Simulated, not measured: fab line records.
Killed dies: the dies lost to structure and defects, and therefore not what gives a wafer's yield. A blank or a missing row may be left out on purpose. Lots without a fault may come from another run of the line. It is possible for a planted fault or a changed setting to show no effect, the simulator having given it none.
The same fault as seen by 2 desks -- flow n5_finfet -- every desk sees just its own numbers, and what lay behind them comes last

## FROM THE METROLOGY DESK
Means of the sampled wafers that have a number, per lot and without regard to the tool the lot ran on: this is what the gauges read. If a lot's mean is further than 4 standard deviations from the usual mean, the lot is out of limits and carries the mark OUT (the distance appears in the brackets). It has 10 readings; the 7 that lie furthest out on some lot are the ones shown.
Columns: A = DIBL_N at N5_BEOL_M4_RC_MEAS_101, usual 37.3 mV/V; B = IOFF_N at N5_BEOL_M4_RC_MEAS_101, usual 0.18 nA/um; C = IOFF_P at N5_BEOL_M4_RC_MEAS_101, usual 0.25 nA/um; D = ION_N at N5_BEOL_M4_RC_MEAS_101, usual 679 uA/um; E = SS_P at N5_BEOL_M4_RC_MEAS_101, usual 73.6 mV/dec; F = VT_N at N5_BEOL_M4_RC_MEAS_101, usual 248 mV; G = VT_P at N5_BEOL_M4_RC_MEAS_101, usual -248 mV
lot,first seen here,A,B,C,D,E,F,G
L968,day 8 21:04,34.3,0.12,0.18,663,72.5,254,-250
L975,day 10 19:44,37.5,0.21,0.26,686,73.8,245,-248
L977,day 11 02:26,39.2,0.21,0.32,684,73.8,246,-242
L982,day 12 06:40,36.4,0.18,0.25,674,73.8,250,-248
Finding of this desk: none of the 4 lots has anything out of limits.

## TOOL OWNER'S DESK, rie_diel-03
The tool's own readings at N5_BEOL_M1_ETCH_70 (etches SOC in N2/H2, target depth 80 nm, overetch 16 nm, time 120 s): means of the sampled wafers that have a number, for each lot that ran on this tool. If a lot's mean is further than 4 standard deviations from the usual mean, the lot is out of limits and carries the mark OUT (the distance appears in the brackets).
Columns: A = drypump_motor_current_A at N5_BEOL_M1_ETCH_70, usual 5.8 A; B = oes_product_au at N5_BEOL_M1_ETCH_70, usual 0.62 a.u.; C = rf_fwd_power_W at N5_BEOL_M1_ETCH_70, usual 835.9 W; D = rf_vpp_V at N5_BEOL_M1_ETCH_70, usual 523.1 V; E = run_length_s at N5_BEOL_M1_ETCH_70, usual 143.3 s; F = showerhead_plenum_p_Torr at N5_BEOL_M1_ETCH_70, usual 2.51 Torr; G = throttle_valve_pct at N5_BEOL_M1_ETCH_70, usual 17.75 %
lot,first seen here,A,B,C,D,E,F,G
L968,day 7 08:28,6.1,0.54,837.8,523.3,143.5,2.50,17.90
L975,day 8 23:05,5.0,0.65,831.5,522.8,135.4 (-15) OUT,2.51,18.04
L977,day 9 10:19,4.9,0.74,837.8,523.4,126.6 (-32) OUT,2.50,18.02
This desk's finding: out of limits on L975, L977; first on L975, day 8 23:05 (run_length_s at N5_BEOL_M1_ETCH_70). Within limits: L968.

## PUT TOGETHER
The tool owner's desk could have raised an alarm at day 8 23:05, on L975, L977.
From the metrology desk's view, nothing was out of limits.
The metrology desk has L975, L977 on record, within its limits.
The lots listed all ran N5_BEOL_M1_ETCH_70 on rie_diel-03.

## WHAT THE SIMULATOR HAD PUT IN
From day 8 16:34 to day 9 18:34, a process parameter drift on rie_diel-03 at N5_BEOL_M1_ETCH_70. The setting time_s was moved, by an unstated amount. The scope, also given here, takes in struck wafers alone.
Shown lots that were struck: L975, L977.
Delay in hours, fault start to first out-of-limits reading, by desk: the tool owner's desk at 7.
